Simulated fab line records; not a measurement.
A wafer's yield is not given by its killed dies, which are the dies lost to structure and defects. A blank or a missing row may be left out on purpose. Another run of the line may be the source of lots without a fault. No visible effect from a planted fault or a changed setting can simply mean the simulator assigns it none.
Split-lot study || flow n5-finfet || 21 wafers read across 7 lots, on a route 1938 steps long

## ABOUT THE SPLIT
At N5_MOL_CONTACT_COAG_CONTACT_ETCH_14 (etches SiO2 in C4F6/O2, target depth 27.5 nm, overetch 8.5 nm, time 20 s), the setting source-w was moved away from the recipe's 370 W on 3 of the 21 wafers read, by -12.9% to +14.6%. The other wafers ran this setting at the recipe's value.

The reading is taken at the split's own step.

## THE READING
rf-vpp-V, in V, at N5_MOL_CONTACT_COAG_CONTACT_ETCH_14 (etches SiO2 in C4F6/O2, target depth 27.5 nm, overetch 8.5 nm, time 20 s). Typical for fault-free wafers on this fab line: 693.4 V, with standard deviation 1.9 V.

{"wafer": "L074.1", "tool, chamber at the split": "rie-diel-05, 1", "source-w as run, W": 370, "against the recipe": "recipe", "rf-vpp-V, V": 691.8, "against lot-mates on the recipe": "-"}
{"wafer": "L074.3", "tool, chamber at the split": "rie-diel-05, 0", "source-w as run, W": 370, "against the recipe": "recipe", "rf-vpp-V, V": 693.6, "against lot-mates on the recipe": "-"}
{"wafer": "L074.4", "tool, chamber at the split": "rie-diel-05, 3", "source-w as run, W": 370, "against the recipe": "recipe", "rf-vpp-V, V": 696.7, "against lot-mates on the recipe": "-"}
{"wafer": "L077.2", "tool, chamber at the split": "rie-diel-02, 2", "source-w as run, W": 322.1, "against the recipe": "-12.9%", "rf-vpp-V, V": 723.4, "against lot-mates on the recipe": "+29.9"}
{"wafer": "L077.3", "tool, chamber at the split": "rie-diel-02, 1", "source-w as run, W": 370, "against the recipe": "recipe", "rf-vpp-V, V": 693.5, "against lot-mates on the recipe": "-"}
{"wafer": "L077.6", "tool, chamber at the split": "rie-diel-02, 0", "source-w as run, W": 322.1, "against the recipe": "-12.9%", "rf-vpp-V, V": 727.6, "against lot-mates on the recipe": "+34.1"}
{"wafer": "L078.1", "tool, chamber at the split": "rie-diel-04, 1", "source-w as run, W": 370, "against the recipe": "recipe", "rf-vpp-V, V": 696.1, "against lot-mates on the recipe": "-"}
{"wafer": "L078.2", "tool, chamber at the split": "rie-diel-04, 3", "source-w as run, W": 370, "against the recipe": "recipe", "rf-vpp-V, V": 695.1, "against lot-mates on the recipe": "-"}
{"wafer": "L078.6", "tool, chamber at the split": "rie-diel-04, 0", "source-w as run, W": 370, "against the recipe": "recipe", "rf-vpp-V, V": 691.8, "against lot-mates on the recipe": "-"}
{"wafer": "L080.2", "tool, chamber at the split": "rie-diel-02, 3", "source-w as run, W": 370, "against the recipe": "recipe", "rf-vpp-V, V": 694.9, "against lot-mates on the recipe": "-"}
{"wafer": "L080.3", "tool, chamber at the split": "rie-diel-02, 0", "source-w as run, W": 370, "against the recipe": "recipe", "rf-vpp-V, V": 695.2, "against lot-mates on the recipe": "-"}
{"wafer": "L080.5", "tool, chamber at the split": "rie-diel-02, 2", "source-w as run, W": 370, "against the recipe": "recipe", "rf-vpp-V, V": 693.7, "against lot-mates on the recipe": "-"}
{"wafer": "L082.2", "tool, chamber at the split": "rie-diel-02, 3", "source-w as run, W": 370, "against the recipe": "recipe", "rf-vpp-V, V": 696.5, "against lot-mates on the recipe": "-"}
{"wafer": "L082.3", "tool, chamber at the split": "rie-diel-02, 0", "source-w as run, W": 370, "against the recipe": "recipe", "rf-vpp-V, V": 693.7, "against lot-mates on the recipe": "-"}
{"wafer": "L082.5", "tool, chamber at the split": "rie-diel-02, 0", "source-w as run, W": 370, "against the recipe": "recipe", "rf-vpp-V, V": 694.8, "against lot-mates on the recipe": "-"}
{"wafer": "L086.1", "tool, chamber at the split": "rie-diel-04, 2", "source-w as run, W": 424.2, "against the recipe": "+14.6%", "rf-vpp-V, V": 661.2, "against lot-mates on the recipe": -33.2}
{"wafer": "L086.5", "tool, chamber at the split": "rie-diel-04, 1", "source-w as run, W": 370, "against the recipe": "recipe", "rf-vpp-V, V": 697.2, "against lot-mates on the recipe": "-"}
{"wafer": "L086.6", "tool, chamber at the split": "rie-diel-04, 0", "source-w as run, W": 370, "against the recipe": "recipe", "rf-vpp-V, V": 691.6, "against lot-mates on the recipe": "-"}
{"wafer": "L095.1", "tool, chamber at the split": "rie-diel-02, 0", "source-w as run, W": 370, "against the recipe": "recipe", "rf-vpp-V, V": 693.2, "against lot-mates on the recipe": "-"}
{"wafer": "L095.3", "tool, chamber at the split": "rie-diel-02, 2", "source-w as run, W": 370, "against the recipe": "recipe", "rf-vpp-V, V": 691.7, "against lot-mates on the recipe": "-"}
{"wafer": "L095.4", "tool, chamber at the split": "rie-diel-02, 1", "source-w as run, W": 370, "against the recipe": "recipe", "rf-vpp-V, V": 693.3, "against lot-mates on the recipe": "-"}

THE FIT
A straight line over all 21 wafers: rf-vpp-V changes by -2.35 V for each +1% of source-w; r = -0.99; the points scatter about the line by 1.9 V.
The same after taking each lot's own level away (the mean of its wafers on the recipe; 21 wafers): -2.39 V for each +1%; r = -0.99; scatter 1.8 V.
That fit puts the effect of the largest move of source-w on the reading at 35 V.
Measured against the standard deviation above, the lots' own levels, which go from 692.73 to 695.00 V, span 1.2 times it.
So the lot-to-lot level changes the slope little: the two slopes agree.
Check: -36.2 V against its lot-mates is what the line predicts for one of the wafers moved furthest among these (+14.6%) when that wafer is left out of the fit. It came out at -33.2 V against them.
Tool readings at the split's step, against how far the setting was moved: rf-vpp-V r = -0.99.

## ADDITIONAL SPLITS CARRIED BY THESE WAFERS
Other splits were also applied to these wafers ahead of the reading. Each is held against what the fit with the lots' levels taken away leaves over:
{"other split on the same wafers": "N5_HKMG_FIN_ETCH_35 bias-w", "wafers away from the commonest value": 9, "r with rf-vpp-V (lot level and that fit taken away)": "+0.03"}
{"other split on the same wafers": "N5_HKMG_FIN_ETCH_86 target-depth-a", "wafers away from the commonest value": 4, "r with rf-vpp-V (lot level and that fit taken away)": "+0.16"}
{"other split on the same wafers": "N5_GATE_CUT_COAT_07 spin-rpm", "wafers away from the commonest value": 8, "r with rf-vpp-V (lot level and that fit taken away)": -0.06}

## THE FILE'S OWN FIT
rf-vpp-V changes by -2.35 V for each +1% of source-w, r = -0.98.
